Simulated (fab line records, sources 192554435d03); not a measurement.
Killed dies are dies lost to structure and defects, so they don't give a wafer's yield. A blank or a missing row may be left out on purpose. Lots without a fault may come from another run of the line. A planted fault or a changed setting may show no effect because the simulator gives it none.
Split-lot experiment | flow n5_finfet | 7 lots, 21 wafers read, on a route of 1938 steps

THE SPLIT
At N5_PASSIVATION_PECVD_53 (deposits SiO2 from TEOS/O2, target thk 800 nm, time 169.4 s), the setting time_s was moved away from the recipe's 169.4 s on 8 of the 21 wafers read, by -5.7% to +9.9%. The other wafers ran this setting at the recipe's value.

The reading is taken at the split's own step.

THE READING
SiO2_of_PASSIVATION_PECVD_53.thk_nm (the simulator's own value, which no gauge read), in nm, at N5_PASSIVATION_PECVD_53 (deposits SiO2 from TEOS/O2, target thk 800 nm, time 169.4 s). The file gives no usual value for it. The 13 wafers here that ran the recipe average 806.3 nm, standard deviation 12 nm.

wafer  | tool, chamber at the split | time_s as run, s | against the recipe | SiO2_of_PASSIVATION_PECVD_53.thk_nm, nm | against lot-mates on the recipe
L077.3 | pecvd-02, 1                | 176.1            | +4.0%              | 829                                     | +13.4
L077.5 | pecvd-02, 0                | 169.4            | recipe             | 825                                     | -
L077.6 | pecvd-02, 2                | 169.4            | recipe             | 806.2                                   | -
L078.1 | pecvd-01, 0                | 186.2            | +9.9%              | 886.4                                   | +63.6
L078.2 | pecvd-01, 2                | 186.2            | +9.9%              | 881.6                                   | +58.8
L078.4 | pecvd-01, 0                | 169.4            | recipe             | 822.8                                   | -
L079.1 | pecvd-01, 1                | 178              | +5.1%              | 824.4                                   | +26.2
L079.2 | pecvd-01, 0                | 169.4            | recipe             | 795                                     | -
L079.6 | pecvd-01, 1                | 169.4            | recipe             | 801.4                                   | -
L082.4 | pecvd-04, 1                | 159.8            | -5.7%              | 737.6                                   | no lot-mate on the recipe
L082.5 | pecvd-04, 0                | 159.8            | -5.7%              | 754.8                                   | no lot-mate on the recipe
L082.6 | pecvd-04, 2                | 159.8            | -5.7%              | 745                                     | no lot-mate on the recipe
L085.2 | pecvd-02, 0                | 169.4            | recipe             | 803                                     | -
L085.3 | pecvd-02, 2                | 169.4            | recipe             | 786                                     | -
L085.6 | pecvd-02, 0                | 169.4            | recipe             | 820.4                                   | -
L088.3 | pecvd-01, 0                | 169.4            | recipe             | 796.8                                   | -
L088.4 | pecvd-01, 2                | 169.4            | recipe             | 812.6                                   | -
L088.5 | pecvd-01, 0                | 169.4            | recipe             | 810.8                                   | -
L090.4 | pecvd-02, 2                | 169.4            | recipe             | 791.6                                   | -
L090.5 | pecvd-02, 0                | 169.4            | recipe             | 810                                     | -
L090.6 | pecvd-02, 1                | 183.2            | +8.1%              | 876.8                                   | +76.0

THE FIT
A straight line over all 21 wafers: SiO2_of_PASSIVATION_PECVD_53.thk_nm changes by +8.5 nm for each +1% of time_s; r = +0.95; the points scatter about the line by 12 nm.
The same after taking each lot's own level away (the mean of its wafers on the recipe; 18 wafers): +6.7 nm for each +1%; r = +0.92; scatter 11 nm.
On that fit, the largest move of time_s shifts the reading by 66 nm.
The lots' own levels span 798.20 to 822.80 nm, that is 2.1 times the standard deviation above.
So the lot-to-lot level changes the slope: the two fits differ.
Check: with one of the wafers moved furthest among these (+9.9%) left out of the fit, the line predicts +67 nm for it against its lot-mates. It came out at +63.6 nm against them.

OTHER SPLITS ON THESE WAFERS
These wafers also went through other splits before the reading. Each is held against what the fit with the lots' levels taken away leaves over:
other split on the same wafers  | wafers away from the commonest value | r with SiO2_of_PASSIVATION_PECVD_53.thk_nm (lot level and that fit taken away)
N5_BEOL_M13_EXPOSE_07 dose_mj   | 8                                    | +0.17
N5_PASSIVATION_AL_DEP_21 time_s | 8                                    | +0.23

THE FILE'S OWN FIT
SiO2_of_PASSIVATION_PECVD_53.thk_nm changes by +6.85 nm for each +1% of time_s, r = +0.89.
